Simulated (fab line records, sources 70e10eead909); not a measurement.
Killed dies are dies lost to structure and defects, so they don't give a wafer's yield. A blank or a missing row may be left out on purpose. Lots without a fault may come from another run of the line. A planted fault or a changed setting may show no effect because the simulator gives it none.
A struck lot beside a sound one | flow nand_harc | 22 steps out of a route of 1302
Sound: wafers L563.2, L563.5, L563.6. Struck: wafers L570.2, L570.5, L570.6. The cause comes at the end.
At each step with rows: each side's tool, then ch and its chambers, then its first start. Under that, the readings that differ: sound wafers | struck wafers | difference of the means | sigmas: that difference in standard deviations of wafers without a fault.
alike: readings whose means differ by less than 2 such deviations, and words and numbers that are the same on both sides. not compared: withheld readings, readings that some wafer has no value for, bounds like >300 that may hide the same value, and numbers for which the record gives no deviation and whose values overlap.
The two part at a step that has a row with sigmas, a row that says differs or no value, or rows on one side only. Numbers that don't overlap but have no deviation are shown without sigmas and don't part them. A reading that every wafer of one side lacks parts them only if that side has two wafers or more.

first, 1 step without rows for these wafers: NHARC_A_CONTACT_STRIP_27 (strips in post etch residue remover, time 600 s).
NHARC_A_CONTACT_ALD_18: deposits TiN, target thk 3 nm, pulse time 1 s, ald cycles 150.
  sound on ald_metal-03 ch 1,2, day 28 15:53; struck on ald_metal-02 ch 1,2, day 31 02:44
  alike: heater_power_w, precursor_pulse_height_rel
NHARC_A_CONTACT_CVD_19: deposits W, target thk 300 nm, time 802 s.
  sound on cvd_w-01 ch 0,1; struck on cvd_w-02 ch 0,1
  alike: heater_power_w, mfc_ar_sccm, throttle_valve_pct
NHARC_A_CONTACT_CMP_20: polishes, t overpolish 30 s, target thk 300 nm.
  sound on cmp-03 ch 0,3, day 28 16:57; struck on cmp-03 ch 1,2,3, day 31 03:56
  alike: motor_current_A, overpolish_run_s, retaining_ring_pressure_frac, time_to_endpoint_s
then, 1 step without rows for these wafers: NHARC_A_CONTACT_SRD_22.
NHARC_A_CONTACT_INSPECT_23:
  sound on defect_inspect-02, day 28 17:23; struck on defect_inspect-01, day 31 04:17
  alike: raw_defect_count
then, 5 steps without rows for these wafers: NHARC_A_BLC_DEHYDRATE_00 (time 120 s); NHARC_A_BLC_HMDS_01 (time 30 s); NHARC_A_BLC_COAT_02 (time 75 s); NHARC_A_BLC_COAT_03 (time 65 s); NHARC_A_BLC_COAT_04 (resist thk 90 nm).
NHARC_A_BLC_SOFTBAKE_05: time 55 s.
  sound on litho_track-06 ch 0, day 28 17:00; struck on litho_track-06 ch 0, day 31 04:00
  reading                  | sound                | struck               | difference | sigmas
  heater_power_total_W (W) | 188.68 188.38 188.47 | 152.66 152.52 152.48 | -35.96     | -99 or more
  alike: resist_line_temp_C
then, 4 steps without rows for these wafers: NHARC_A_BLC_EBR_06; NHARC_A_BLC_EXPOSE_07 (exposes mask A BLC, target cd 100 nm); NHARC_A_BLC_PEB_08 (peb time 65 s); NHARC_A_BLC_DEVELOP_09 (develop time 35 s).
NHARC_A_BLC_CD_MEAS_10: target cd 100 nm.
  sound on cd_sem-01 ch 0, day 28 17:46; struck on cd_sem-03 ch 0, day 31 04:40
  reading    | sound          | struck            | difference | sigmas
  cd_nm (nm) | 99.3 99.2 98.5 | 102.6 101.8 102.1 | +3.2       | +4
NHARC_A_BLC_OVL_MEAS_11:
  sound on overlay-02, day 28 17:52; struck on overlay-01, day 31 04:45
  reading           | sound          | struck      | difference | sigmas
  overlay_y_nm (nm) | -0.6 -1.1 -0.8 | 1.4 1.4 1.1 | +2.1       | +2
  alike: overlay_x_nm
NHARC_A_BLC_INSPECT_12:
  sound on defect_inspect-02, day 28 17:54; struck on defect_inspect-01, day 31 04:47
  alike: raw_defect_count
NHARC_A_BLC_DESCUM_15: chemistry O2, time 3 s.
  sound on rie_diel-01 ch 1,2, day 28 17:58; struck on rie_diel-01 ch 0,2, day 31 04:52
  reading                | sound           | struck        | difference | sigmas
  model.A_BLC.cd_nm (nm) | 99.59 98.63 100 | 102.9 102 102 | +2.9       |
  alike: chamber_pressure_mTorr, drypump_motor_current_A, mfc_ar_sccm, oes_product_au, rf_vpp_V, showerhead_plenum_p_Torr, throttle_valve_pct
  not compared: rf_hours_counter_h
NHARC_A_BLC_ETCH_16: etches the open film in CF4, target depth 39 nm, time 65 s.
  sound on rie_diel-01 ch 0,1,2, day 28 18:04; struck on rie_diel-01 ch 2,3, day 31 04:58
  reading                | sound           | struck            | difference | sigmas
  model.A_BLC.cd_nm (nm) | 99.14 98.45 100 | 102.5 101.7 102.3 | +3.0       |
  alike: chamber_pressure_mTorr, drypump_motor_current_A, mfc_ar_sccm, oes_product_au, rf_vpp_V, showerhead_plenum_p_Torr, throttle_valve_pct
  not compared: rf_hours_counter_h
NHARC_A_BLC_ETCH_17: etches the open film in N2/H2, target depth 390 nm, time 609.38 s.
  sound on rie_diel-01 ch 1,2; struck on rie_diel-01 ch 0,2,3
  alike: chamber_pressure_mTorr, drypump_motor_current_A, mfc_ar_sccm, oes_product_au, rf_vpp_V, showerhead_plenum_p_Torr, throttle_valve_pct
  not compared: rf_hours_counter_h

WHERE THEY PART
First at NHARC_A_BLC_SOFTBAKE_05; last, within this record, at NHARC_A_BLC_OVL_MEAS_11. Later steps at which nothing parts them and some readings are alike: NHARC_A_BLC_INSPECT_12, NHARC_A_BLC_DESCUM_15, NHARC_A_BLC_ETCH_16, NHARC_A_BLC_ETCH_17.

WHY: what the simulator had put in
Process parameter drift: litho_track-06, from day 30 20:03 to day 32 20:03, at NHARC_A_BLC_SOFTBAKE_05. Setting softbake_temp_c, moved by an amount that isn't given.
